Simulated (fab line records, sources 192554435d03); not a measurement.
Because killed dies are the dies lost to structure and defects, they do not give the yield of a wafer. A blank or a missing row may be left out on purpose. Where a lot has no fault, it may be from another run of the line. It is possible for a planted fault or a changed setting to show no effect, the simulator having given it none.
Problem report in the 8D (eight disciplines) form, filled by code	flow n5-finfet	the parts of the form that need people (team, actions taken, sign-off) are left out

## 1. PROBLEM STATEMENT
Mean of killed_at_M4_up at N5_PASSIVATION_PROBE_49: 120 across 9 wafers in 3 lots; on wafers with no fault it is 15 (standard deviation 5.5). That is +19 standard deviations from the usual mean.
First seen on wafer L833.2, day 18 02:10, on prober-02. The record holds 15 wafers of 5 lots with a number at this step. Rule for "out" (also "out of limits"): further than 4 standard deviations from the usual mean. All remaining wafers that have a number are taken as sound.

## 2. WHAT IT IS, WHAT IT ISN'T
question	is	is not
which readings at this step	killed_at_M4_up	killed_at_M0_to_M3, killed-short, sort_bin_8_speed
which lots	L831, L832, L833	L826, L837
which wafers of those lots	all that have a number	-
read on which tools	prober-01, prober-02	-
when	from day 18 02:10	up to then (3 sound wafers); but 3 sound wafers of L837 came after

## 3. SUSPECTS, AND WHAT RULES EACH OUT
Counting: a tool at any process step up to the reading remains a suspect when it ran all the lots that are out and ran no sound lot after the first of those.
- pvd-sputter-03 at N5_BEOL_M4_SPUTTER_94 (material Cu, target thk 4.5 nm, time 8.29 s): kept. All lots that are out passed through it, beginning with L831 at day 13 04:16, and no sound lot followed; its final sound lot before that point was L826 at day 11 19:58.
After counting, what remains is pvd-sputter-03 at N5_BEOL_M4_SPUTTER_94.

## 4. THE CAUSE (what the simulator had put in)
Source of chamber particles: pvd-sputter-03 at N5_BEOL_M4_SPUTTER_94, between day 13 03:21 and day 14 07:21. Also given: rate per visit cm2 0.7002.
After counting, this tool was the only one left.

## 5. THE CHAIN OF EFFECTS, in route order
Rows list readings where the struck wafers' mean (over those with a number) sits beyond 3 standard deviations from the usual. Only readings for which the record gives a usual standard deviation are gone through. hours: the time from each lot's start at the first step in this table that gives one to its start at this step, as a median over the lots. sigmas: the change in usual standard deviations.
hours	step	reading	usual	on struck wafers	change	sigmas
0	N5_PASSIVATION_PROBE_49	defect-limited-yield	91.0 %	83.1	-7.9	-5.2
0	N5_PASSIVATION_PROBE_49	killed_at_M4_up	15	120	+105	+19
0	N5_PASSIVATION_PROBE_49	killed-dies	106	199	+93	+5.2
0	N5_PASSIVATION_PROBE_49	sort_bin_5_function	5.2 %	10.8	+5.6	+5.6
0	N5_PASSIVATION_PROBE_49	sort-n-pass	1074	981	-93	-5.2
0	N5_PASSIVATION_PROBE_49	sort-yield-pct	91.0 %	83.1	-7.9	-5.2
Here are the process steps it includes:
- N5_PASSIVATION_PROBE_49

## 6. HOW IT WOULD HAVE BEEN CAUGHT EARLIER
First out-of-limits reading in this record: day 18 02:10, which is 119 hours after fault onset at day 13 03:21.
Of the tool readings at N5_BEOL_M4_SPUTTER_94 for which the record gives a usual standard deviation, none was out on any struck wafer, so an alarm limit of 4 standard deviations on them would not have fired.
All the lots that are out (3) had begun N5_BEOL_M4_SPUTTER_94 on pvd-sputter-03 by day 18 02:10. Tool hold at that time: it would have spared none of them.
